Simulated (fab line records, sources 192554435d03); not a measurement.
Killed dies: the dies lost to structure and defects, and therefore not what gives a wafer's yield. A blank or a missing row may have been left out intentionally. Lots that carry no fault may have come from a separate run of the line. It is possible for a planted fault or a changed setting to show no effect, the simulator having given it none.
fab line records	flow n5-finfet
record: lots: 6	wafers: 18	last-day: 21
route steps=1938 shown HKMG_FIN@390 BEOL_M4@1111 PASSIVATION@1936
lots that met no fault: taken from a fault-free run of the same line
start-h: hours from the record's opening day to when the first of the lot's shown wafers began	wait-h: hours elapsed since this lot's preceding step	" unchanged from the row above	L1.1+2: a row that stands for several wafers	- no value, or no start was given	* or withheld: withheld	< > ~ a bound
route shown NAME@n: names a module that has steps shown in the file, with the first one's number in the route	usual: mean/standard deviation of fault-free wafers	same: alike in all rows	chamber/n: place in a boat	sites: each site's reading	_std_site: how widely they spread, as a standard deviation	_edge_site: mean of outer sites minus mean of inner sites	radius-mm: how far each site lies from the wafer's centre	mask NAME#n: copy n	behind: the most recent tool/chamber to have shaped the wafer	hold: what put the lot on hold/how long, in hours/how the hold closed	device: which transistor (n, p or np) failed to switch	end of line: the same wafers' tests at the end of the route	a step with no rows: only its recipe	killed: at the first sort, the dies lost to defects and structure; wafer yield is something else	map: a wafer's dies, x killed, . not, _ none there
set.NAME: the setting as run; set.NAME@STEP: as run at that earlier step	model.NAME: the simulator's own value behind a step, which no gauge read
a table for each step, a row for each wafer; lots at some steps of the route
services: the hour from which a tool's chamber was out of use, counted from the record's first day as start-h (under 0 if before that day), plus the number of hours and why
== steps ==
step: N5_HKMG_FIN_COAT_41
recipe: resist: SOC	temp-c: 250	time-s: 60	spin-rpm: 1500	resist-thk-nm: 300
step: N5_HKMG_FIN_COAT_42
recipe: resist: SiARC	temp-c: 220	time-s: 60	spin-rpm: 1500	resist-thk-nm: 35
step: N5_HKMG_FIN_COAT_43
recipe: resist: CAR-ArF	spin-rpm: 1500	resist-thk-nm: 90
step: N5_HKMG_FIN_EBR_45
recipe: solvent: PGMEA	ebr-width-mm: 1.5
step: N5_HKMG_FIN_SOFTBAKE_44
recipe: temp-c: 110	time-s: 60	resist: CAR-ArF
step: N5_HKMG_FIN_EXPOSE_46
recipe: mask-id: NDIPOLE	na: 1.35	source-shape: conventional	sigma-outer: 0.8	polarization: unpolarized	dose-mj: 40
step: N5_HKMG_FIN_PEB_47
recipe: peb-temp-c: withheld	peb-time-s: 60	resist: CAR-ArF
step: N5_HKMG_FIN_DEVELOP_48
recipe: develop-time-s: 30	developer: TMAH	resist: CAR-ArF	rinse-liquid: diw	dry: air-spin	dev-temp-c: 23
step: N5_HKMG_FIN_CD_MEAS_49
recipe: target-cd-nm: 202	landing-energy-ev: 500	detector: se-inlens	polarity: opening
usual: cd-nm: 201.5/0.78
lot.wafer	tool	chamber	start-h	wait-h	cd-nm
L210.2	cd-sem-01	0	69.82	-	201.9
L210.3	"	0	"	"	202.1
L210.5	"	0	"	"	203.0
L214.1	cd-sem-02	0	96.60	-	201.8
L214.3	"	0	"	"	201.1
L214.6	"	0	"	"	202.1
L221.1	cd-sem-01	0	139.42	-	202.3
L221.5	"	0	"	"	200.6
L221.6	"	0	"	"	201.1
L227.1	cd-sem-01	0	173.22	-	200.7
L227.2	"	0	"	"	202.4
L227.6	"	0	"	"	202.3
L228.1	cd-sem-03	0	180.60	-	201.9
L228.4	"	0	"	"	200.4
L228.6	"	0	"	"	202.1
L230.1	cd-sem-03	0	196.55	-	201.1
L230.5	"	0	"	"	200.1
L230.6	"	0	"	"	201.1
step: N5_HKMG_FIN_OVL_MEAS_50
recipe: points-per-wafer: 44
usual: NDIPOLE_OVL: 0.2/0.69
lot.wafer	tool	chamber	start-h	wait-h	NDIPOLE_OVL[nm]
L210.2	overlay-02	0	69.85	0.0	0.3
L210.3	"	0	"	"	-0.1
L210.5	"	0	"	"	-0.3
L214.1	overlay-02	0	96.63	0.0	0.4
L214.3	"	0	"	"	0.2
L214.6	"	0	"	"	-0.1
L221.1	overlay-02	0	139.45	0.0	0.0
L221.5	"	0	"	"	-0.4
L221.6	"	0	"	"	0.8
L227.1	overlay-02	0	173.25	0.0	0.7
L227.2	"	0	"	"	-0.7
L227.6	"	0	"	"	0.7
L228.1	overlay-01	0	180.63	0.0	0.5
L228.4	"	0	"	"	-0.1
L228.6	"	0	"	"	-0.1
L230.1	overlay-01	0	196.58	0.0	0.2
L230.5	"	0	"	"	-0.1
L230.6	"	0	"	"	-0.6
step: N5_HKMG_FIN_INSPECT_61
recipe: mode: adi	inspect-instrument: macro
usual: raw-defect-count: 2.1/1.5
lot.wafer	tool	chamber	start-h	wait-h	raw-defect-count
L210.2	defect-inspect-02	-	69.87	0.0	1
L210.3	"	-	"	"	1
L210.5	"	-	"	"	3
L214.1	defect-inspect-01	-	96.65	0.0	2
L214.3	"	-	"	"	6
L214.6	"	-	"	"	1
L221.1	defect-inspect-01	-	139.48	0.0	1
L221.5	"	-	"	"	1
L221.6	"	-	"	"	1
L227.1	defect-inspect-02	-	173.27	0.0	2
L227.2	"	-	"	"	6
L227.6	"	-	"	"	3
L228.1	defect-inspect-02	-	180.66	0.0	1
L228.4	"	-	"	"	2
L228.6	"	-	"	"	4
L230.1	defect-inspect-02	-	196.60	0.0	5
L230.5	"	-	"	"	5
L230.6	"	-	"	"	1
step: N5_HKMG_FIN_DESCUM_53
recipe: chemistry: O2	time-s: 7.9	source-power-w: 50	bias-power-w: 20	pressure-mtorr: 20	rf-frequency-hz: 2.712e+07	temp-c: 40	resist: CAR-ArF	o2-flow-sccm: 225
usual: drypump-motor-current-A: 5.67/0.2	oes-product-au: 0.77/0.073	rf-vpp-V: 243.3/1.4	showerhead-plenum-p-Torr: 2.09/0.067	throttle-valve-pct: 20.47/0.24
lot.wafer	tool	chamber	start-h	wait-h	drypump-motor-current-A	oes-product-au	rf-hours-counter-h	rf-vpp-V	showerhead-plenum-p-Torr	throttle-valve-pct
L210.2	rie-diel-03	1	69.91	0.0	5.78	0.82	73	243.0	2.04	20.64
L210.3	"	3	"	"	5.70	0.82	102	243.0	1.98	20.04
L210.5	"	1	"	"	5.77	0.83	-	242.2	2.04	20.63
L214.1	rie-diel-01	3	96.69	0.0	5.87	0.69	220	243.1	2.05	20.20
L214.3	"	2	"	"	5.64	0.77	133	244.3	2.09	20.74
L214.6	"	3	"	"	5.86	0.69	-	243.5	2.05	20.20
L221.1	rie-diel-01	3	139.78	0.3	5.86	0.68	230	243.0	2.04	20.21
L221.5	"	1	"	"	5.54	0.87	-	243.8	2.19	20.26
L221.6	"	0	"	"	5.75	0.87	-	241.0	2.02	20.23
L227.1	rie-diel-03	3	173.30	0.0	5.66	0.80	123	242.9	1.98	20.07
L227.2	"	0	"	"	5.53	0.71	197	243.3	2.09	20.57
L227.6	"	0	"	"	5.53	0.70	-	243.0	2.09	20.56
L228.1	rie-diel-03	1	180.69	0.0	5.78	0.78	109	241.1	2.03	20.68
L228.4	"	0	"	"	5.53	0.69	200	242.7	2.09	20.56
L228.6	"	0	"	"	5.54	0.69	-	242.7	2.09	20.57
L230.1	rie-diel-04	0	196.64	0.0	5.89	0.92	20	242.9	2.07	20.62
L230.5	"	2	"	"	5.40	0.67	-	245.5	2.15	20.49
L230.6	"	3	"	"	5.23	0.74	-	244.4	2.18	20.86
step: N5_HKMG_FIN_ETCH_54
recipe: chemistry: CF4	target: SiARC	target-depth-a: 455	mask-material: CAR-ArF	time-s: 75.8	ion-energy-ev: 80	pressure-mtorr: 40	source-w: 545	bias-w: 36	Ar_flow_sccm: 100	cf4-flow-sccm: 100	ends: cleared
usual: cf4-flow-sccm: 100.00/0.29	drypump-motor-current-A: 5.67/0.2	etch-rf-on-time-s: 76.6/2.6	oes-product-au: 0.66/0.063	rf-vpp-V: 184.3/1.2	showerhead-plenum-p-Torr: 2.14/0.063	throttle-valve-pct: 15.67/0.15
lot.wafer	tool	chamber	start-h	wait-h	cf4-flow-sccm	drypump-motor-current-A	etch-rf-on-time-s	oes-product-au	rf-hours-counter-h	rf-vpp-V	showerhead-plenum-p-Torr	throttle-valve-pct
L210.2	rie-diel-03	1	69.94	0.0	99.85	5.77	74.9	0.72	73	184.2	2.08	15.61
L210.3	"	3	"	"	99.65	5.64	77.6	0.69	102	184.2	2.07	15.49
L210.5	"	1	"	"	99.54	5.77	75.3	0.72	-	184.0	2.08	15.60
L214.1	rie-diel-01	3	96.72	0.0	100.14	5.84	78.7	0.59	220	184.7	2.13	15.65
L214.3	"	2	"	"	100.24	5.64	79.8	0.64	133	184.9	2.15	15.93
L214.6	"	3	"	"	99.92	5.85	78.0	0.60	-	183.6	2.13	15.66
L221.1	rie-diel-01	3	139.82	0.0	99.64	5.88	80.1	0.58	230	184.0	2.13	15.70
L221.5	"	1	"	"	99.72	5.52	76.1	0.74	-	186.5	2.26	15.57
L221.6	"	0	"	"	100.41	5.75	74.1	0.74	-	183.2	2.09	15.53
L227.1	rie-diel-03	3	173.34	0.0	99.90	5.66	78.7	0.67	123	181.8	2.07	15.53
L227.2	"	0	"	"	69.65	5.51	78.3	0.59	197	182.2	1.90	14.39
L227.6	"	0	"	"	69.89	5.50	78.8	0.59	-	185.0	1.90	14.39
L228.1	rie-diel-03	1	180.72	0.0	100.06	5.80	74.4	0.69	109	183.0	2.07	15.66
L228.4	"	0	"	"	69.60	5.53	78.9	0.59	200	183.9	1.90	14.40
L228.6	"	0	"	"	70.17	5.52	78.2	0.60	-	183.7	1.90	14.39
L230.1	rie-diel-04	0	196.67	0.0	99.68	5.85	74.3	0.79	20	184.0	2.10	15.59
L230.5	"	2	"	"	100.33	5.42	78.7	0.58	-	185.5	2.19	15.76
L230.6	"	3	"	"	99.47	5.22	79.6	0.61	-	185.4	2.20	15.93
step: N5_HKMG_FIN_ETCH_55
recipe: chemistry: N2/H2	target: SOC	target-depth-a: 2400	temp-c: 40	time-s: 300	ion-energy-ev: 200	mask-material: SiARC	pressure-mtorr: 30	source-w: 840	bias-w: 150	n2-flow-sccm: 200	h2-flow-sccm: 200
usual: drypump-motor-current-A: 5.68/0.2	h2-flow-sccm: 200.1/0.66	oes-product-au: 0.77/0.075	rf-vpp-V: 524.1/2.4	showerhead-plenum-p-Torr: 2.54/0.086	throttle-valve-pct: 17.91/0.22
lot.wafer	tool	chamber	start-h	wait-h	drypump-motor-current-A	h2-flow-sccm	oes-product-au	rf-hours-counter-h	rf-vpp-V	showerhead-plenum-p-Torr	throttle-valve-pct
L210.2	rie-diel-03	1	70.00	0.0	5.79	199.7	0.84	73	523.0	2.46	17.86
L210.3	"	3	"	"	5.65	200.5	0.81	102	521.6	2.43	17.51
L210.5	"	1	"	"	5.80	200.0	0.84	-	522.6	2.46	17.87
L214.1	rie-diel-01	3	96.78	0.0	5.86	200.3	0.69	220	523.3	2.52	17.86
L214.3	"	2	"	"	5.63	200.5	0.76	133	523.3	2.56	18.30
L214.6	"	3	"	"	5.86	199.0	0.69	-	522.3	2.52	17.86
L221.1	rie-diel-01	3	139.87	0.0	5.86	199.7	0.68	230	522.6	2.51	17.86
L221.5	"	1	"	"	5.55	200.7	0.87	-	528.3	2.69	17.85
L221.6	"	0	"	"	5.76	200.6	0.86	-	520.6	2.47	17.73
L227.1	rie-diel-03	3	173.39	0.0	5.69	199.7	0.79	123	520.5	2.42	17.56
L227.2	"	0	"	"	5.54	199.5	0.70	197	522.6	2.50	17.74
L227.6	"	0	"	"	5.54	200.3	0.70	-	523.8	2.50	17.74
L228.1	rie-diel-03	1	180.78	0.0	5.79	199.6	0.80	109	522.0	2.44	17.93
L228.4	"	0	"	"	5.51	199.3	0.71	200	522.1	2.50	17.76
L228.6	"	0	"	"	5.53	199.1	0.70	-	522.2	2.50	17.75
L230.1	rie-diel-04	0	196.73	0.0	5.88	200.3	0.93	20	521.1	2.48	17.72
L230.5	"	2	"	"	5.43	199.4	0.67	-	525.5	2.63	18.09
L230.6	"	3	"	"	5.24	200.2	0.72	-	526.2	2.64	18.24
step: N5_BEOL_M4_RC_MEAS_101
usual: DIBL_N: 36.1/2.3	DIBL_P: 36/3.2	IOFF_N: 0.16/0.045	IOFF_P: 0.21/0.049	ION_N: 674/14	ION_P: 462/8.4	SS_N: 71.6/0.83	SS_P: 73.2/0.87	VT_N: 249/3.8	VT_P: -250/3.4
lot.wafer	tool	chamber	start-h	wait-h	DIBL_N[mV/V]	DIBL_P[mV/V]	IOFF_N[nA/um]	IOFF_P[nA/um]	ION_N[uA/um]	ION_P[uA/um]	SS_N[mV/dec]	SS_P[mV/dec]	VT_N[mV]	VT_P[mV]
L210.2	prober-02	0	237.13	0.4	37.0	35	0.16	0.23	697	478	71.0	72.9	247	-247
L210.3	"	0	"	"	35.8	35	0.14	0.20	690	472	71.1	73.0	251	-249
L210.5	"	0	"	"	36.4	35	0.14	0.21	682	472	71.4	72.4	250	-250
L214.1	prober-02	0	280.71	0.0	32.6	32	0.12	0.16	670	459	70.0	71.6	252	-253
L214.3	"	0	"	"	35.1	33	0.14	0.17	670	456	71.6	72.4	250	-254
L214.6	"	0	"	"	34.9	34	0.15	0.18	674	462	71.7	73.2	247	-249
L221.1	prober-02	0	317.41	0.0	38.7	39	0.18	0.27	694	480	72.5	74.5	248	-248
L221.5	"	0	"	"	34.2	33	0.11	0.19	669	468	71.1	72.6	251	-249
L221.6	"	0	"	"	34.9	34	0.12	0.22	648	457	71.4	72.3	252	-250
L227.1	prober-01	0	354.89	0.0	36.6	38	0.16	0.21	665	455	72.2	73.6	249	-253
L227.2	"	0	"	"	37.1	39	0.17	0.21	666	450	72.2	74.7	248	-253
L227.6	"	0	"	"	36.1	38	0.17	0.19	683	466	72.7	73.5	247	-255
L228.1	prober-02	0	355.51	0.0	32.8	31	0.12	0.17	675	467	70.1	72.3	249	-251
L228.4	"	0	"	"	38.0	37	0.21	0.26	693	476	71.4	73.5	242	-247
L228.6	"	0	"	"	34.9	34	0.16	0.22	682	478	70.3	73.2	245	-246
L230.1	prober-02	0	358.67	0.0	37.4	39	0.19	0.23	695	472	72.0	74.2	244	-251
L230.5	"	0	"	"	40.1	41	0.24	0.29	685	475	72.7	74.1	244	-246
L230.6	"	0	"	"	37.9	39	0.18	0.22	685	469	72.5	73.3	247	-252
step: N5_PASSIVATION_PROBE_49
usual: defect-limited-yield: 90.9/1.6	killed_at_M0_to_M3: 37/11	killed_at_M4_up: 15/5.6	killed-at-contacts: 13/6.4	killed-at-front-end: 39/11	killed-at-other: 4/3.1	killed-dies: 107/19	killed-on-rim: 14/4.3	killed-open: 71/14	killed-short: 34/7.8	sort_bin_5_function: 5.3/1	sort_bin_6_memory: 3.4/0.72	sort_bin_8_speed: 0.0/0.42	sort-n-pass: 1072/20	sort-yield-pct: 90.9/1.7
same: gross-dies: 1180	killed-at-back-side: 0	sort_bin_4_leakage[%]: 0
lot.wafer	tool	chamber	start-h	wait-h	defect-limited-yield[%]	killed_at_M0_to_M3	killed_at_M4_up	killed-at-contacts	killed-at-front-end	killed-at-other	killed-dies	killed-on-rim	killed-open	killed-short	sort_bin_5_function[%]	sort_bin_6_memory[%]	sort_bin_8_speed[%]	sort-n-pass	sort-yield-pct[%]
L210.2	prober-02	-	356.79	0.4	90.9	35	22	18	29	3	107	16	75	29	5.8	2.9	0	1073	90.9
L210.3	prober-02	-	356.84	0.4	90.5	38	20	10	40	4	112	20	69	38	5.4	3.5	0	1068	90.5
L210.5	prober-02	-	356.94	0.5	91.7	21	16	15	40	6	98	10	62	30	5.7	1.8	0	1082	91.7
L214.1	prober-01	-	376.86	0.0	91.2	29	17	24	32	2	104	11	67	30	4.7	3.9	0	1076	91.2
L214.3	prober-01	-	376.96	0.1	89.9	34	15	22	47	1	119	13	77	38	5.8	3.7	0	1061	89.9
L214.6	prober-01	-	377.11	0.3	91.9	30	13	17	35	1	96	7	53	37	4.9	3.0	0	1084	91.9
L221.1	prober-01	-	450.55	0.0	86.7	56	26	17	57	1	157	20	104	52	7.2	5.6	0.1	1023	86.7
L221.5	prober-01	-	450.75	0.2	89.2	43	15	14	52	3	127	14	80	44	6.8	3.4	0	1053	89.2
L221.6	prober-01	-	450.80	0.3	90.1	31	15	20	51	0	117	14	76	40	6.3	3.3	0	1063	90.1
L227.1	prober-01	-	473.83	0.0	91.5	34	8	20	36	2	100	7	65	34	5.0	3.1	0	1080	91.5
L227.2	prober-01	-	473.88	0.1	91.1	30	14	6	47	8	105	13	61	38	5.2	3.4	0	1075	91.1
L227.6	prober-01	-	474.08	0.3	91.0	24	23	12	39	8	106	12	77	25	5.1	3.6	0	1074	91.0
L228.1	prober-02	-	491.52	0.0	90.1	24	18	18	56	1	117	10	69	48	6.3	3.4	0	1063	90.1
L228.4	prober-02	-	491.67	0.2	89.4	22	17	15	68	3	125	13	86	36	6.6	3.7	0	1055	89.4
L228.6	prober-02	-	491.77	0.3	92.3	11	20	15	38	7	91	14	59	32	5.3	2.0	0	1089	92.3
L230.1	prober-01	-	496.17	0.0	90.3	37	13	8	51	6	115	12	70	42	5.6	3.6	0	1065	90.3
L230.5	prober-01	-	496.37	0.2	91.4	40	8	11	37	5	101	16	70	30	5.3	3.1	0	1079	91.4
L230.6	prober-01	-	496.42	0.3	89.7	60	13	7	40	2	122	10	65	53	6.9	2.9	0	1058	89.7
killed by level:class
L210.2 MOL_CONTACT_COAG:geometric-particle:open=14 BEOL_M4:geometric-particle:open=9 STI_FIN_REVEAL:geometric-particle:open=8 BEOL_M0_SAQP:geometric-particle:open=8 BEOL_M3:geometric-particle:open=8 GATE_CUT:geometric-particle:short=5 BEOL_M1:geometric-particle:short=5 GATE_CUT:geometric-particle:open=4
L210.3 BEOL_M2:geometric-particle:open=13 STI_FIN_REVEAL:geometric-particle:open=10 BEOL_M0_SAQP:geometric-particle:short=9 MOL_CONTACT_COAG:geometric-particle:open=7 BEOL_M4:geometric-particle:open=6 BEOL_M0_SAQP:geometric-particle:open=5 DUMMY_GATE:geometric-particle:open=4 GATE_CUT:geometric-particle:short=4
L210.5 MOL_CONTACT_COAG:geometric-particle:open=12 STI_FIN_REVEAL:geometric-particle:open=6 ILD0:geometric-particle:open=5 GATE_CUT:geometric-particle:short=5 BEOL_M4:geometric-particle:open=5 MIM_TOP:geometric-particle:open=5 HKMG_FIN:area-etch=5 DUMMY_GATE:geometric-particle:open=4
L214.1 MOL_CONTACT_COAG:geometric-particle:open=18 BEOL_M1:geometric-particle:open=11 GATE_CUT:geometric-particle:short=7 GATE_CUT:geometric-particle:open=6 MOL_CONTACT_COAG:geometric-particle:short=6 FIN_SAQP:geometric-particle:short=5 DUMMY_GATE:geometric-particle:open=5 FIN_SAQP:geometric-particle:open=4
L214.3 MOL_CONTACT_COAG:geometric-particle:open=18 BEOL_M1:geometric-particle:open=11 FIN_SAQP:geometric-particle:short=9 FIN_SAQP:geometric-particle:open=9 STI_FIN_REVEAL:geometric-particle:open=8 BEOL_M0_SAQP:geometric-particle:short=8 GATE_CUT:geometric-particle:short=6 BEOL_M3:geometric-particle:open=5
L214.6 MOL_CONTACT_COAG:geometric-particle:open=13 BEOL_M0_SAQP:geometric-particle:short=9 FIN_SAQP:geometric-particle:short=6 STI_FIN_REVEAL:geometric-particle:open=5 GATE_CUT:geometric-particle:short=5 BEOL_M0_SAQP:geometric-particle:open=5 BEOL_M1:geometric-particle:open=5 FIN_SAQP:geometric-particle:open=4
L221.1 STI_FIN_REVEAL:geometric-particle:open=21 BEOL_M0_SAQP:geometric-particle:open=21 BEOL_M4:geometric-particle:open=16 BEOL_M0_SAQP:geometric-particle:short=15 MOL_CONTACT_COAG:geometric-particle:open=11 FIN_SAQP:geometric-particle:open=8 STI_FIN_REVEAL:geometric-particle:short=7 MOL_CONTACT_COAG:geometric-particle:short=6
L221.5 MOL_CONTACT_COAG:geometric-particle:open=12 STI_FIN_REVEAL:geometric-particle:open=11 BEOL_M0_SAQP:geometric-particle:short=10 GATE_CUT:geometric-particle:short=9 BEOL_M3:geometric-particle:open=9 GATE_CUT:geometric-particle:open=8 BEOL_M4:geometric-particle:open=8 BEOL_M0_SAQP:geometric-particle:open=7
L221.6 MOL_CONTACT_COAG:geometric-particle:open=17 STI_FIN_REVEAL:geometric-particle:open=12 FIN_SAQP:geometric-particle:short=10 BEOL_M0_SAQP:geometric-particle:short=10 FIN_SAQP:geometric-particle:open=9 BEOL_M4:geometric-particle:open=8 BEOL_M0_SAQP:geometric-particle:open=7 BEOL_M2:geometric-particle:open=5
L227.1 MOL_CONTACT_COAG:geometric-particle:open=14 FIN_SAQP:geometric-particle:open=11 BEOL_M0_SAQP:geometric-particle:short=9 STI_FIN_REVEAL:geometric-particle:open=7 BEOL_M0_SAQP:geometric-particle:open=7 BEOL_M2:geometric-particle:open=7 MOL_CONTACT_COAG:geometric-particle:short=6 STI_FIN_REVEAL:geometric-particle:short=4
L227.2 BEOL_M3:geometric-particle:open=8 FIN_SAQP:geometric-particle:short=7 FIN_SAQP:geometric-particle:open=6 ILD0:geometric-particle:open=5 DUMMY_GATE:geometric-particle:short=4 DUMMY_GATE:geometric-particle:open=4 BEOL_M0_SAQP:geometric-particle:open=4 BEOL_M0:geometric-particle:open=4
L227.6 MOL_CONTACT_COAG:geometric-particle:open=12 BEOL_M4:geometric-particle:open=11 STI_FIN_REVEAL:geometric-particle:open=10 FIN_SAQP:geometric-particle:open=9 GATE_CUT:geometric-particle:short=8 BEOL_M0_SAQP:geometric-particle:open=8 BEOL_M3:geometric-particle:open=6 BEOL_M5:geometric-particle:open=4
L228.1 MOL_CONTACT_COAG:geometric-particle:open=16 FIN_SAQP:geometric-particle:short=13 STI_FIN_REVEAL:geometric-particle:open=10 FIN_SAQP:geometric-particle:open=9 BEOL_M0_SAQP:geometric-particle:short=6 BEOL_M1:geometric-particle:open=5 BEOL_M2:geometric-particle:open=5 BEOL_M4:geometric-particle:open=5
L228.4 FIN_SAQP:geometric-particle:open=19 FIN_SAQP:geometric-particle:short=18 BEOL_M4:geometric-particle:open=14 STI_FIN_REVEAL:geometric-particle:open=13 MOL_CONTACT_COAG:geometric-particle:open=12 BEOL_M0_SAQP:geometric-particle:open=6 BEOL_M3:geometric-particle:open=6 DUMMY_GATE:geometric-particle:open=5
L228.6 MOL_CONTACT_COAG:geometric-particle:open=14 BEOL_M4:geometric-particle:open=14 FIN_SAQP:geometric-particle:short=10 FIN_SAQP:geometric-particle:open=8 STI_FIN_REVEAL:geometric-particle:open=7 MIM_BOT:geometric-particle:short=4 BEOL_M2:geometric-particle:open=3 BEOL_M4:geometric-particle:short=3
L230.1 STI_FIN_REVEAL:geometric-particle:open=11 FIN_SAQP:geometric-particle:short=9 FIN_SAQP:geometric-particle:open=9 BEOL_M2:geometric-particle:short=8 BEOL_M4:geometric-particle:open=8 BEOL_M1:geometric-particle:open=6 BEOL_M2:geometric-particle:open=6 BEOL_M3:geometric-particle:open=6
L230.5 STI_FIN_REVEAL:geometric-particle:open=11 BEOL_M3:geometric-particle:open=10 BEOL_M0_SAQP:geometric-particle:short=7 BEOL_M0_SAQP:geometric-particle:open=6 BEOL_M1:geometric-particle:open=6 FIN_SAQP:geometric-particle:open=5 MOL_CONTACT_COAG:geometric-particle:open=5 MOL_CONTACT_COAG:geometric-particle:short=5
L230.6 BEOL_M0_SAQP:geometric-particle:short=13 BEOL_M3:geometric-particle:open=12 GATE_CUT:geometric-particle:short=8 BEOL_M2:geometric-particle:short=8 STI_FIN_REVEAL:geometric-particle:open=7 FIN_SAQP:geometric-particle:open=6 FIN_SAQP:geometric-particle:short=6 BEOL_M3:geometric-particle:short=6
== services ==
tool	chamber	start-h	hours	kind
rie-diel-04	-	50.82	2.8	pm
rie-diel-01	0	54.23	13.5	repair
rie-diel-03	0	56.45	17.9	repair
rie-diel-03	3	73.73	36.7	repair
rie-diel-04	3	94.76	1.6	repair
rie-diel-01	-	114.20	2.8	pm
rie-diel-03	2	115.16	18.1	repair
rie-diel-04	0	128.41	-	clean
rie-diel-04	0	128.41	-	consumable-replace:focus-ring
rie-diel-04	0	128.41	18.3	scheduled-down
rie-diel-04	0	128.41	18.3	vent-cycle
rie-diel-04	1	146.94	-	clean
rie-diel-04	1	146.94	-	consumable-replace:focus-ring
rie-diel-04	1	146.94	28.4	scheduled-down
rie-diel-04	1	146.94	28.4	vent-cycle
rie-diel-01	3	191.56	-	clean
rie-diel-01	3	191.56	-	consumable-replace:focus-ring
rie-diel-01	3	191.56	22.6	scheduled-down
rie-diel-01	3	191.56	22.6	vent-cycle
== key ==
first-sign: step: N5_HKMG_FIN_ETCH_54	reading: cf4-flow-sccm	direction: down	sigmas: 99+	usual: 100.00	struck: 69.83
effect: step: N5_HKMG_FIN_ETCH_54	reading: throttle-valve-pct	direction: down	sigmas: 8.7	usual: *	struck: *
met-at N5_HKMG_FIN_ETCH_54
struck-wafers L227.2,L227.6,L228.4,L228.6
fault: kind: process-parameter-drift	tool: rie-diel-03	chamber: 0	onset-h: 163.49	steps: N5_HKMG_FIN_ETCH_54	channel: cf4-flow-sccm	offset: -30	shape: step	end-h: 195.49	acts-in: these-recipes-only	stated: 100
